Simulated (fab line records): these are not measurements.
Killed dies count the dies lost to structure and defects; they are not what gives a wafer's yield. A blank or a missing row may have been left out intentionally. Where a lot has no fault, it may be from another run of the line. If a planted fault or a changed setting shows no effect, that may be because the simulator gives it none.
Which tool was responsible? || flow n5_finfet || 12 lots with 36 wafers sampled at 2 steps, on a route of 1938 steps

WHAT THE GAUGES SHOWED, per wafer
N5_HKMG_FIN_OVL_MEAS_50.
{"lot": "L075", "measured": "day 4 05:33", "on": "overlay-02", "NDIPOLE_OVL (nm)": "0.1 0.7 0.1"}
{"lot": "L077", "measured": "day 4 20:28", "on": "overlay-01", "NDIPOLE_OVL (nm)": "0.3 1.0 1.0"}
{"lot": "L079", "measured": "day 5 09:49", "on": "overlay-02", "NDIPOLE_OVL (nm)": "-0.1 -0.5 0.6"}
{"lot": "L081", "measured": "day 5 19:40", "on": "overlay-02", "NDIPOLE_OVL (nm)": "-0.8 -0.9 -0.4"}
{"lot": "L083", "measured": "day 6 07:53", "on": "overlay-01", "NDIPOLE_OVL (nm)": "1.0 0.9 -0.1"}
{"lot": "L085", "measured": "day 6 17:41", "on": "overlay-01", "NDIPOLE_OVL (nm)": "0.2 -0.3 0.7"}
{"lot": "L087", "measured": "day 7 05:59", "on": "overlay-02", "NDIPOLE_OVL (nm)": "0.8 0.0 0.3"}
{"lot": "L089", "measured": "day 7 19:38", "on": "overlay-02", "NDIPOLE_OVL (nm)": "0.3 0.4 0.8"}
{"lot": "L091", "measured": "day 8 08:19", "on": "overlay-02", "NDIPOLE_OVL (nm)": "-0.5 0.1 -0.6"}
{"lot": "L092", "measured": "day 8 18:56", "on": "overlay-01", "NDIPOLE_OVL (nm)": "1.2 0.8 0.2"}
{"lot": "L095", "measured": "day 9 08:27", "on": "overlay-02", "NDIPOLE_OVL (nm)": "0.8 0.8 0.5"}
{"lot": "L097", "measured": "day 9 18:17", "on": "overlay-02", "NDIPOLE_OVL (nm)": "0.3 0.5 -0.5"}

TOOL THAT RAN EACH LOT (tool first, then ch and the chambers of the sampled wafers, then the start)
{"lot": "L075", "N5_HKMG_FIN_ALD_75": "ald_hk-02 ch 0,1,3, day 4 05:03"}
{"lot": "L077", "N5_HKMG_FIN_ALD_75": "ald_hk-01 ch 0,1, day 4 19:58"}
{"lot": "L079", "N5_HKMG_FIN_ALD_75": "ald_hk-03 ch 0,1,3, day 5 09:20"}
{"lot": "L081", "N5_HKMG_FIN_ALD_75": "ald_hk-02 ch 0,1,3, day 5 19:10"}
{"lot": "L083", "N5_HKMG_FIN_ALD_75": "ald_hk-03 ch 1,2, day 6 07:31"}
{"lot": "L085", "N5_HKMG_FIN_ALD_75": "ald_hk-01 ch 0,1,2, day 6 17:11"}
{"lot": "L087", "N5_HKMG_FIN_ALD_75": "ald_hk-03 ch 2,3, day 7 05:29"}
{"lot": "L089", "N5_HKMG_FIN_ALD_75": "ald_hk-02 ch 0,2,3, day 7 19:16"}
{"lot": "L091", "N5_HKMG_FIN_ALD_75": "ald_hk-02 ch 0,1, day 8 07:49"}
{"lot": "L092", "N5_HKMG_FIN_ALD_75": "ald_hk-03 ch 0,1,2, day 8 18:26"}
{"lot": "L095", "N5_HKMG_FIN_ALD_75": "ald_hk-02 ch 1,3, day 9 07:58"}
{"lot": "L097", "N5_HKMG_FIN_ALD_75": "ald_hk-01 ch 0,1,3, day 9 17:54"}
- N5_HKMG_FIN_ALD_75: deposits Al2O3, target thk 1 nm, co reactant pulse time 1 s.

THE ANSWER, worked out from the rows above alone
Rule: the lots themselves supply what counts as usual. The widest of any qualifying gaps counts: lots, ordered by their means at a reading, are off when they make up no more than a third of the lots, leave a main group of 4 or more, and stand apart from it by 3 or more times the standard deviation of that group's means. Not used: any main group whose means are identical at the precision the tables above print for the reading. Also off: a lot with no number at a reading for which 4 or more lots have one. Any other lot the step has rows for is counted as sound.
Nothing can be told from this: no lot is off at any reading shown.

WHAT THE SIMULATOR HAD INSERTED
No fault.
